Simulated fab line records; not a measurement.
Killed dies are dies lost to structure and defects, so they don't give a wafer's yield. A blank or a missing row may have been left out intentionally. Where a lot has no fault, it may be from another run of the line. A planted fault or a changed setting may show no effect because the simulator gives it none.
Split-lot trial    flow n5_finfet    7 lots, 21 wafers read, on a route of 1938 steps

SPLIT DETAILS
At N5_GATE_CUT_ALD_22 (deposits SiNx, target thk 16 nm, pulse time 1 s, ald cycles 320), the setting ald_cycles was moved away from the recipe's 320 on 9 of the 21 wafers read, by -15.9% to +7.8%. The other wafers ran this setting at the recipe's value.

The reading comes from the split's own step.

THE READING
SiNx_of_GATE_CUT_ALD_22.thk_nm (the simulator's own value, which no gauge read), in nm, at N5_GATE_CUT_ALD_22 (deposits SiNx, target thk 16 nm, pulse time 1 s, ald cycles 320). The file gives no usual value for it. Average 16.0 nm, standard deviation 0.099 nm, over the 12 wafers here run with the recipe.

wafer   tool, chamber at the split  ald_cycles as run  against the recipe  SiNx_of_GATE_CUT_ALD_22.thk_nm, nm  against lot-mates on the recipe
L078.2  ald_sin-04, 3               345                +7.8%               17.4                                +1.4
L078.3  ald_sin-04, 0               320                recipe              16                                  -
L078.6  ald_sin-04, 0               320                recipe              16                                  -
L079.1  ald_sin-01, 3,1             320                recipe              16                                  -
L079.4  ald_sin-01, 3,1             320                recipe              16                                  -
L079.3  ald_sin-01, 0               320                recipe              16.2                                -
L084.3  ald_sin-03, 0               278                -13.1%              13.8                                -2.2
L084.4  ald_sin-03, 1               320                recipe              16                                  -
L084.5  ald_sin-03, 3               278                -13.1%              14                                  -2.0
L085.3  ald_sin-03, 0,2             320                recipe              16                                  -
L085.5  ald_sin-03, 0,2             320                recipe              16                                  -
L085.4  ald_sin-03, 1               345                +7.8%               17.4                                +1.4
L088.1  ald_sin-04, 0,2             277                -13.4%              13.8                                no lot-mate on the recipe
L088.3  ald_sin-04, 0,2             277                -13.4%              13.8                                no lot-mate on the recipe
L088.4  ald_sin-04, 2               277                -13.4%              14                                  no lot-mate on the recipe
L091.2  ald_sin-04, 2               320                recipe              16                                  -
L091.3  ald_sin-04, 0               320                recipe              15.8                                -
L091.6  ald_sin-04, 0               269                -15.9%              13.4                                -2.5
L097.2  ald_sin-03, 0               320                recipe              15.8                                -
L097.3  ald_sin-03, 2               279                -12.8%              14                                  -1.9
L097.5  ald_sin-03, 2               320                recipe              16                                  -
The file does not say which wafer passed through which chamber wherever a row lists several chambers: such a row stands for several wafers.

FIT RESULTS
A straight line over all 21 wafers: SiNx_of_GATE_CUT_ALD_22.thk_nm changes by +0.162 nm for each +1% of ald_cycles; r = +1.00; the points scatter about the line by 0.11 nm.
The same after taking each lot's own level away (the mean of its wafers on the recipe; 18 wafers): +0.161 nm for each +1%; r = +1.00; scatter 0.094 nm.
On that fit, the largest move of ald_cycles shifts the reading by 2.6 nm.
Measured against the standard deviation above, the lots' own levels, which go from 15.90 to 16.07 nm, span 1.7 times it.
Consequently the slope shifts little with the lot-to-lot level, the two slopes agreeing.
Check: for one of the wafers moved furthest among these (-15.9%), held out of the fit, the line's prediction against its lot-mates is -2.55 nm. Against them it came out at -2.5 nm.

OTHER SPLITS ON THESE WAFERS
These wafers also went through other splits before the reading. Each is held against what the fit with the lots' levels taken away leaves over:
other split on the same wafers      wafers away from the commonest value  r with SiNx_of_GATE_CUT_ALD_22.thk_nm (lot level and that fit taken away)
N5_SD_EPI_N_ETCH_16 target_depth_a  5                                     +0.11
N5_SD_EPI_N_EPI_21 temp_c           5                                     -0.05
N5_HKMG_FIN_ETCH_54 source_w        6                                     +0.29
N5_HKMG_FIN_ETCH_55 bias_w          7                                     +0.24

THE WHOLE CHAIN: every reading that the file lists as answering this split, in the file's order
step                what it does                                                     reading                                                                          change (the file's fit)                                                             r (the file's)
N5_GATE_CUT_ALD_22  deposits SiNx, target thk 16 nm, pulse time 1 s, ald cycles 320  SiNx_of_GATE_CUT_ALD_22.thk_nm (the simulator's own value, which no gauge read)  +0.159 nm for each +1% of the setting                                               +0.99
N5_GATE_CUT_CMP_23  polishes, stops on SiO2, t overpolish 23.4 s, target thk 16 nm   SiNx_of_GATE_CUT_ALD_22.thk_nm (the simulator's own value, which no gauge read)  not straight: 13.4 at the lowest setting, 15.98 at the recipe, 14.9 at the highest  not given

FILE'S OWN FIT
SiNx_of_GATE_CUT_ALD_22.thk_nm changes by +0.159 nm for each +1% of ald_cycles, r = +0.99.
